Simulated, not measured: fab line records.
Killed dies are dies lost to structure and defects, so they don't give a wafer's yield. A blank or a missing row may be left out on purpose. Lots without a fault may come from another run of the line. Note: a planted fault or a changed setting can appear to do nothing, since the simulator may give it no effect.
Comparing a struck lot with a sound one || flow nand-harc || 14 out of 1302 route steps
Sound: wafers L552.2, L552.4, L552.5. Struck: wafer L557.1 (L557.2, L557.4, from the same lot, were not struck and are left out); the cause is given at the end.
Order at every step that has rows: each side's tool, ch and its chambers, its first start. Under that, the readings that differ: sound wafers || struck wafers || difference of the means || sigmas: that difference in standard deviations of wafers without a fault.
alike: readings with means less than 2 such deviations apart, plus words and numbers identical on both sides. not compared: withheld readings, readings lacking a value on some wafer, bounds such as >300 that could conceal the same value, and numbers that have no deviation in the record and whose values overlap.
A row with sigmas, a row that says differs or no value, or rows on one side alone: a step with any of these is where the two part. Numbers that have no deviation but don't overlap get no sigmas and don't part them. A reading missing from all wafers of one side parts the sides only when that side holds two or more wafers.

NHARC_A_WL_FILL_CVD_03: deposits W, target thk 40 nm, time 279 s.
  sound on cvd-w-01 ch 0, day 22 03:29; struck on cvd-w-02 ch 0, day 24 09:56
  alike: heater-power-w, throttle-valve-pct
  not compared: since-wet-clean-h
then, 1 step without rows for these wafers: NHARC_A_WL_FILL_ETCHBACK_04 (etches the open film in NF3, target depth 60 nm, time 120 s).
NHARC_A_WL_FILL_ETCHBACK_05: etches the open film in Cl2/BCl3, target depth 22 nm, time 60 s.
  sound on rie-metal-02 ch 0,1, day 22 04:06; struck on rie-metal-03 ch 0, day 24 10:34
{"reading": "drypump-motor-current-A (A)", "sound": "4.7 5.1 4.6", "struck": 5.6, "difference": "+0.8", "sigmas": "+2"}
  alike: oes-product-au, run-length-s
  not compared: rf-hours-counter-h
then, 5 steps without rows for these wafers: NHARC_A_WL_FILL_STRIP_27 (strips in N2/H2, time 20 s); NHARC_A_WL_FILL_STRIP_28 (strips in post etch residue remover, time 1200 s); NHARC_A_WL_FILL_PRECLEAN_06 (cleans in DIW, time 300 s); NHARC_A_WL_FILL_SRD_07; NHARC_A_WL_FILL_ANNEAL_08 (time 1800 s).
NHARC_A_WL_FILL_ALD_10: deposits SiO2, target thk 50 nm, pulse time 10 s, ald cycles 500.
  sound on ald-hk-03 ch 0,1,3, day 22 11:16; struck on ald-hk-04 ch 2, day 24 16:05
  alike: heater-power-w, precursor-pulse-height-rel
  not compared: since-wet-clean-h
NHARC_A_WL_FILL_ETCHBACK_16: etches the open film in C4F8/O2/Ar, target depth 120 nm, time 24 s.
  sound on rie-diel-01 ch 0,2; struck on rie-diel-10 ch 2
  alike: bias-w, oes-product-au, rf-vpp-V, run-length-s
  not compared: rf-hours-counter-h
NHARC_A_WL_FILL_STRIP_29: strips in O2, time 20 s.
  sound on rie-diel-01 ch 1,2,3, day 22 14:58; struck on rie-diel-10 ch 2, day 24 20:51
  alike: drypump-motor-current-A, oes-product-au, rf-vpp-V, showerhead-plenum-p-Torr, throttle-valve-pct
  not compared: rf-hours-counter-h
NHARC_A_WL_FILL_ETCHBACK_17: etches the open film in Cl2/BCl3, target depth 4 nm, time 26.7 s.
  sound on rie-metal-02 ch 0, day 22 15:03; struck on rie-metal-03 ch 1, day 24 20:56
{"reading": "run-length-s (s)", "sound": "48.3 48.7 48.4", "struck": 39.8, "difference": -8.7, "sigmas": -25}
  alike: drypump-motor-current-A, oes-product-au
  not compared: rf-hours-counter-h
then, 2 steps without rows for these wafers: NHARC_A_WL_FILL_PRECLEAN_18 (cleans in dHF, time 30 s); NHARC_END_SORT_01.

## WHERE THEY PART
Earliest at NHARC_A_WL_FILL_ETCHBACK_05; latest, in this record, at NHARC_A_WL_FILL_ETCHBACK_17.

WHY: what had been put in by the simulator
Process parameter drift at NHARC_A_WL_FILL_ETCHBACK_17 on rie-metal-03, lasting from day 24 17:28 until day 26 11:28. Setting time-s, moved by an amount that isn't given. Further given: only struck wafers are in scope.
